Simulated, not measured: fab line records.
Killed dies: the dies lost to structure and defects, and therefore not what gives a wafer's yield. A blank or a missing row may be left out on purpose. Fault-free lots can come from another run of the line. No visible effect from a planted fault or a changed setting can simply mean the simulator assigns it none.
Which of the tools did it? || flow n5 finfet || 39 wafers from 13 lots sampled at 4 of the route's 1938 steps

WHAT THE GAUGES SHOWED, per wafer
N5_BEOL_M5_OVL_MEAS_12. Usual: M5_OVL gives -0.1 nm (standard deviation 0.73).
{"lot": "L200", "measured": "day 8 05:34", "on": "overlay-02", "M5_OVL (nm)": "-0.6 -0.8 -0.8", "flag": ""}
{"lot": "L203", "measured": "day 8 14:16", "on": "overlay-02", "M5_OVL (nm)": "0.0 0.4 0.0", "flag": ""}
{"lot": "L204", "measured": "day 9 02:40", "on": "overlay-02", "M5_OVL (nm)": "0.3 0.9 -0.4", "flag": ""}
{"lot": "L208", "measured": "day 10 06:20", "on": "overlay-01", "M5_OVL (nm)": "0.2 0.2 0.3", "flag": ""}
{"lot": "L210", "measured": "day 10 16:05", "on": "overlay-02", "M5_OVL (nm)": "0.7 -1.1 -0.9", "flag": ""}
{"lot": "L212", "measured": "day 11 00:42", "on": "overlay-01", "M5_OVL (nm)": "0.2 1.8 -0.6", "flag": ""}
{"lot": "L213", "measured": "day 11 07:05", "on": "overlay-02", "M5_OVL (nm)": "-0.2 0.0 -0.4", "flag": ""}
{"lot": "L214", "measured": "day 11 09:27", "on": "overlay-01", "M5_OVL (nm)": "0.9 0.0 1.2", "flag": ""}
{"lot": "L217", "measured": "day 12 03:44", "on": "overlay-02", "M5_OVL (nm)": "0.0 -0.4 -0.5", "flag": ""}
{"lot": "L215", "measured": "day 12 07:26", "on": "overlay-01", "M5_OVL (nm)": "-0.4 1.0 0.0", "flag": ""}
{"lot": "L216", "measured": "day 12 08:38", "on": "overlay-01", "M5_OVL (nm)": "1.2 -0.9 -0.5", "flag": ""}
{"lot": "L219", "measured": "day 12 09:32", "on": "overlay-01", "M5_OVL (nm)": "-0.2 -0.1 0.3", "flag": ""}
{"lot": "L221", "measured": "day 13 11:41", "on": "overlay-01", "M5_OVL (nm)": "0.6 0.4 0.5", "flag": ""}

N5_BEOL_M5_OVL_MEAS_29. Usual: V4_OVL gives 0.0 nm (standard deviation 0.67).
{"lot": "L200", "measured": "day 8 06:32", "on": "overlay-01", "V4_OVL (nm)": "0.0 0.2 0.2", "flag": ""}
{"lot": "L203", "measured": "day 8 16:11", "on": "overlay-01", "V4_OVL (nm)": "0.1 -0.9 -0.6", "flag": ""}
{"lot": "L204", "measured": "day 9 03:42", "on": "overlay-01", "V4_OVL (nm)": "-0.3 0.1 0.4", "flag": ""}
{"lot": "L208", "measured": "day 10 08:16", "on": "overlay-01", "V4_OVL (nm)": "0.3 0.4 0.1", "flag": ""}
{"lot": "L210", "measured": "day 10 17:17", "on": "overlay-02", "V4_OVL (nm)": "1.3 0.5 0.3", "flag": ""}
{"lot": "L212", "measured": "day 11 01:34", "on": "overlay-02", "V4_OVL (nm)": "0.0 -0.6 -0.6", "flag": ""}
{"lot": "L213", "measured": "day 11 08:50", "on": "overlay-02", "V4_OVL (nm)": "-0.2 -1.0 -0.7", "flag": ""}
{"lot": "L214", "measured": "day 11 13:55", "on": "overlay-01", "V4_OVL (nm)": "-0.6 0.8 1.5", "flag": ""}
{"lot": "L217", "measured": "day 12 05:37", "on": "overlay-02", "V4_OVL (nm)": "-0.5 -1.0 0.1", "flag": ""}
{"lot": "L215", "measured": "day 12 08:26", "on": "overlay-01", "V4_OVL (nm)": "0.4 0.4 -0.1", "flag": ""}
{"lot": "L216", "measured": "day 12 12:01", "on": "overlay-01", "V4_OVL (nm)": "-0.6 -0.5 -0.7", "flag": ""}
{"lot": "L219", "measured": "day 12 11:49", "on": "overlay-01", "V4_OVL (nm)": "1.0 0.8 -0.1", "flag": ""}
{"lot": "L221", "measured": "day 13 13:07", "on": "overlay-01", "V4_OVL (nm)": "-0.1 0.9 0.5", "flag": ""}

N5_BEOL_M5_INSPECT_30: inspects for defects (brightfield). Usual: 418 for raw defect count, sd 90.
{"lot": "L200", "measured": "day 8 06:34", "on": "defect inspect-02", "raw defect count": "390 389 368", "flag": ""}
{"lot": "L203", "measured": "day 8 16:15", "on": "defect inspect-01", "raw defect count": "392 456 319", "flag": ""}
{"lot": "L204", "measured": "day 9 03:45", "on": "defect inspect-01", "raw defect count": "490 538 657", "flag": ""}
{"lot": "L208", "measured": "day 10 08:20", "on": "defect inspect-02", "raw defect count": "351 507 275", "flag": ""}
{"lot": "L210", "measured": "day 10 17:21", "on": "defect inspect-02", "raw defect count": "402 495 420", "flag": ""}
{"lot": "L212", "measured": "day 11 01:37", "on": "defect inspect-02", "raw defect count": "504 442 535", "flag": ""}
{"lot": "L213", "measured": "day 11 08:53", "on": "defect inspect-02", "raw defect count": "541 507 477", "flag": ""}
{"lot": "L214", "measured": "day 11 13:58", "on": "defect inspect-01", "raw defect count": "813 429 618", "flag": ""}
{"lot": "L217", "measured": "day 12 05:41", "on": "defect inspect-01", "raw defect count": "436 403 458", "flag": ""}
{"lot": "L215", "measured": "day 12 08:29", "on": "defect inspect-01", "raw defect count": "420 406 477", "flag": ""}
{"lot": "L216", "measured": "day 12 12:04", "on": "defect inspect-02", "raw defect count": "315 537 386", "flag": ""}
{"lot": "L219", "measured": "day 12 11:52", "on": "defect inspect-02", "raw defect count": "340 271 247", "flag": ""}
{"lot": "L221", "measured": "day 13 13:10", "on": "defect inspect-02", "raw defect count": "516 511 392", "flag": ""}

EACH LOT AND THE TOOL THAT RAN IT (in order: tool; ch and the chambers of the sampled wafers; start)
{"lot": "L200", "N5_BEOL_M5_COAT_66": "litho track-02 ch 0, day 8 06:10"}
{"lot": "L203", "N5_BEOL_M5_COAT_66": "litho track-03 ch 0, day 8 15:53"}
{"lot": "L204", "N5_BEOL_M5_COAT_66": "litho track-03 ch 0, day 9 03:23"}
{"lot": "L208", "N5_BEOL_M5_COAT_66": "litho track-03 ch 0, day 10 07:46"}
{"lot": "L210", "N5_BEOL_M5_COAT_66": "litho track-03 ch 0, day 10 16:52"}
{"lot": "L212", "N5_BEOL_M5_COAT_66": "litho track-01 ch 0, day 11 01:16"}
{"lot": "L213", "N5_BEOL_M5_COAT_66": "litho track-01 ch 0, day 11 08:25"}
{"lot": "L214", "N5_BEOL_M5_COAT_66": "litho track-02 ch 0, day 11 13:37"}
{"lot": "L217", "N5_BEOL_M5_COAT_66": "litho track-02 ch 0, day 12 05:09"}
{"lot": "L215", "N5_BEOL_M5_COAT_66": "litho track-02 ch 0, day 12 08:00"}
{"lot": "L216", "N5_BEOL_M5_COAT_66": "litho track-02 ch 0, day 12 11:22"}
{"lot": "L219", "N5_BEOL_M5_COAT_66": "litho track-01 ch 0, day 12 11:22"}
{"lot": "L221", "N5_BEOL_M5_COAT_66": "litho track-01 ch 0, day 13 12:41"}
- N5_BEOL_M5_COAT_66: time 60 s, resist thk 12 nm.

AS READ BY THE TOOLS THEMSELVES (means over the sampled wafers that have a number; for cases with no such wafer, the mark the record gives instead)
N5_BEOL_M5_COAT_66. Usual: 1500.1 rpm for spin speed rpm, sd 1.
{"lot": "L200", "tool": "litho track-02", "spin speed rpm (rpm)": 1500.2, "flag": ""}
{"lot": "L203", "tool": "litho track-03", "spin speed rpm (rpm)": 1499.9, "flag": ""}
{"lot": "L204", "tool": "litho track-03", "spin speed rpm (rpm)": 1500.1, "flag": ""}
{"lot": "L208", "tool": "litho track-03", "spin speed rpm (rpm)": 1425.4, "flag": "OFF"}
{"lot": "L210", "tool": "litho track-03", "spin speed rpm (rpm)": 1425.3, "flag": "OFF"}
{"lot": "L212", "tool": "litho track-01", "spin speed rpm (rpm)": 1499.9, "flag": ""}
{"lot": "L213", "tool": "litho track-01", "spin speed rpm (rpm)": 1499.4, "flag": ""}
{"lot": "L214", "tool": "litho track-02", "spin speed rpm (rpm)": 1498.6, "flag": ""}
{"lot": "L217", "tool": "litho track-02", "spin speed rpm (rpm)": 1501.2, "flag": ""}
{"lot": "L215", "tool": "litho track-02", "spin speed rpm (rpm)": 1499.4, "flag": ""}
{"lot": "L216", "tool": "litho track-02", "spin speed rpm (rpm)": 1499.1, "flag": ""}
{"lot": "L219", "tool": "litho track-01", "spin speed rpm (rpm)": 1499.5, "flag": ""}
{"lot": "L221", "tool": "litho track-01", "spin speed rpm (rpm)": 1499.9, "flag": ""}

THE ANSWER, worked out from the rows above alone
Rule: a lot counts as off when the mean over its wafers that have a number is more than 3 standard deviations away from the usual mean. Also off: a lot with no number at a reading for which 4 or more lots have one. Where the step has rows for the other lots, those lots are counted as sound. The gauges are gone through in route order, then the tools' own readings, and for those a lot's mean is taken as printed above. The first step at which some lot is off is used, and at that step the reading that is off furthest; a lot without a number counts as furthest.
Off: L208, L210 (N5_BEOL_M5_COAT_66, spin speed rpm).
A tool fits if, at that step or a process step before it, it ran every lot that is off, and no sound lot after the first of them. One candidate fits, namely litho track-03 at N5_BEOL_M5_COAT_66. A fault onset in the window from L204 (day 9 03:23, its last sound lot) to L208 (day 10 07:46, its first lot off) fits.
On the lots that are off, the tool's own readings at N5_BEOL_M5_COAT_66 differ by more than 5 times the standard deviation of the sound lots' means, which bears it out; spin speed rpm reads 1425.3 rpm there versus 1499.7 rpm on the sound lots.

WHAT THE SIMULATOR HAD PUT IN
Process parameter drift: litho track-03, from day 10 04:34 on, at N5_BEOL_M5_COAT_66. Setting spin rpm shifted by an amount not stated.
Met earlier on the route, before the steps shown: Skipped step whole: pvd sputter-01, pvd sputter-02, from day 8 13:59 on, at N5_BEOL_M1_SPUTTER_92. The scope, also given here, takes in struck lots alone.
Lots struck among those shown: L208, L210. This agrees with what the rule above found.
